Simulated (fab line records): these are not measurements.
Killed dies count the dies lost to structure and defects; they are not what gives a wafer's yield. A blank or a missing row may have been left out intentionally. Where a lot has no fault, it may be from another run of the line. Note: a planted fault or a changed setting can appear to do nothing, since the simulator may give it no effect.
Struck lot and sound lot, side by side -- flow n5Finfet -- 37 steps out of a route of 1938
Sound: these wafers, L776.1, L776.3, L776.4. The struck wafers were L782.3, L782.4, L782.6. Last of all comes the cause.
For every step that has rows: the tool of each side, followed by ch and its chambers, followed by its first start. Under that, the readings that differ: sound wafers -- struck wafers -- difference of the means -- sigmas: that difference in standard deviations of wafers without a fault.
alike: words and numbers the same on both sides, and readings whose means are apart by under 2 such deviations; not compared: readings that were withheld, readings missing a value for some wafer, numbers with overlapping values and no deviation given by the record, and bounds like >300 which may hide the same value.
A row with sigmas, a row that says differs or no value, or rows on one side alone: a step with any of these is where the two part. Numbers that don't overlap but have no deviation are shown without sigmas and don't part them. A reading that every wafer of one side lacks parts them only if that side has two wafers or more.

first, 9 steps without rows for these wafers: N5_BEOL_M4_ANNEAL_95 (time 240 s); N5_BEOL_M4_SPUTTER_96 (material Cu, target thk 4.5 nm, time 8.29 s); N5_BEOL_M4_ECD_50 (material Cu, target thk 300 nm); N5_BEOL_M4_ANNEAL_51 (time 90 s); N5_BEOL_M4_CMP_52 (polishes, stops on SiOC, t overpolish 6.8 s, target thk 40 nm); N5_BEOL_M4_PRE_CLEAN_60 (time 15 s); N5_BEOL_M4_CO_CAP_55 (material Co, precursor CCTBA/H2, target thk 2 nm, time 102.1 s); N5_BEOL_M4_PRE_CLEAN_56 (time 15 s); N5_BEOL_M4_DEP_57 (deposits SiCN from 3MS/NH3, target thk 8 nm, time 14 s).
N5_BEOL_M4_RC_MEAS_101:
  sound on prober-01 ch 0, day 9 21:03; struck on prober-02 ch 0, day 11 08:16
reading,sound,struck,difference,sigmas
IOFF_N (nA/um),0.123 0.144 0.131,0.194 0.181 0.214,+0.064,+3
SS_N (mV/dec),70.5 70.9 70.7,71.8 71.5 71.8,+1.0,+2
VT_N (mV),254.2 252.0 253.7,248.2 246.0 245.5,-6.7,-3
  alike: DIBL_N, DIBL_P, IOFF_P, ION_N, ION_P, SS_P, VT_P
then, 24 steps without rows for these wafers: N5_BEOL_M5_ILD_DEP_00 (deposits SiCOH lowk from DEMS/porogen, target thk 140.64 nm, time 25.9 s); N5_BEOL_M5_CURE_79 (cures SiCOH lowk, time 240 s); N5_BEOL_M5_PECVD_70 (deposits SiO2 from TEOS/O2, target thk 16 nm, time 18 s); N5_BEOL_M5_HM_DEP_02 (deposits TiN, target thk 20 nm); N5_BEOL_M5_COAT_59 (time 60 s, resist thk 60 nm); N5_BEOL_M5_COAT_60 (time 60 s, resist thk 12 nm); N5_BEOL_M5_COAT_71 (time 60 s, resist thk 5 nm); N5_BEOL_M5_COAT_05 (resist thk 30 nm); N5_BEOL_M5_EBR_07; N5_BEOL_M5_SOFTBAKE_06 (time 60 s); N5_BEOL_M5_EXPOSE_08 (exposes mask M5, target cd 28 nm); N5_BEOL_M5_PEB_09 (peb time 60 s); N5_BEOL_M5_DEVELOP_10 (develop time 30 s); N5_BEOL_M5_DESCUM_16 (chemistry O2, time 7 s); N5_BEOL_M5_ETCH_72 (etches underlayer in N2/H2, target depth 6.5 nm, time 5.2 s); N5_BEOL_M5_ETCH_61 (etches SiARC in CF4, target depth 15.6 nm, time 26 s); N5_BEOL_M5_ETCH_62 (etches SOC in N2/H2, target depth 75 nm, overetch 15 nm, time 112.5 s); N5_BEOL_M5_STRIP_63 (strips in N2/H2); N5_BEOL_M5_STRIP_73 (strips in N2/H2); N5_BEOL_M5_STRIP_64 (strips in CF4); N5_BEOL_M5_HM_OPEN_17 (chemistry Cl2/BCl3, target TiN, target depth 20 nm, overetch 6 nm); N5_BEOL_M5_STRIP_19 (strips in O2); N5_BEOL_M5_COAT_65 (time 60 s, resist thk 60 nm); N5_BEOL_M5_COAT_66 (time 60 s, resist thk 12 nm).
N5_BEOL_M5_ETCH_67: etches SiARC in CF4, target depth 15.6 nm, time 26 s.
  sound on rieDiel-01 ch 2,3, day 10 02:25; struck on rieDiel-01 ch 0,1,2, day 11 12:29
  no value came back on the struck wafers for any of 8 readings (biasW (W), cf4FlowSccm (sccm) and others); on the sound wafers biasW (W) reads 36.08 36.21 36.07
reading,sound,struck,difference,sigmas
model.CAR-EUV_of_BEOL_M5_COAT_22.thkNm (nm),11 11.2 11,20.4 20.4 20.2,+9.3,
  not compared: rfHoursCounterH
N5_BEOL_M5_ETCH_68: etches SOC in N2/H2, target depth 80 nm, overetch 16 nm, time 120 s.
  sound on rieDiel-01 ch 2,3, day 10 02:27; struck on rieDiel-01 ch 0,1,2, day 11 12:31
reading,sound,struck,difference,sigmas
oesProductAu (a.u.),0.57 0.54 0.58,0.26 0.26 0.30,-0.29,-7
  alike: biasW, chamberPressureMTorr, drypumpMotorCurrentA, rfVppV, showerheadPlenumPTorr, throttleValvePct
  not compared: rfHoursCounterH
-- record jumps: 5 days separate the struck wafers' starts on either side; left off in module BEOL_M5, taken up again in module PASSIVATION, whose first shown step is the route's number 1936 --
N5_PASSIVATION_PROBE_49:
  sound on prober-01 at day 14 15:56; struck on prober-01 at day 16 01:33
reading,sound,struck,difference,sigmas
defectLimitedYield (%),90.0 90.9,0 0 0,-90,-60
killed_at_M4_up,11 16,1103 1088 1089,+1080,+99 or more
killedDies,118 107,1180 1180 1180,+1068,+63
killedOnRim,22 17,152 152 152,+132,+32
sort_bin_5_function (%),6.3 5.4,97.1 96.7 95.8,+90.7,+91
sortNPass,1062 1073,0 0 0,-1068,-63
sortYieldPct (%),90.0 90.9,0 0 0,-90,-60
  alike: killed_at_M0_to_M3, killedAtContacts, killedAtFrontEnd, killedAtOther, killedOpen, killedShort, sort_bin_6_memory

WHERE THEY PART
Last at N5_PASSIVATION_PROBE_49 as far as this record goes, first at N5_BEOL_M4_RC_MEAS_101.

WHY: what the simulator had put in
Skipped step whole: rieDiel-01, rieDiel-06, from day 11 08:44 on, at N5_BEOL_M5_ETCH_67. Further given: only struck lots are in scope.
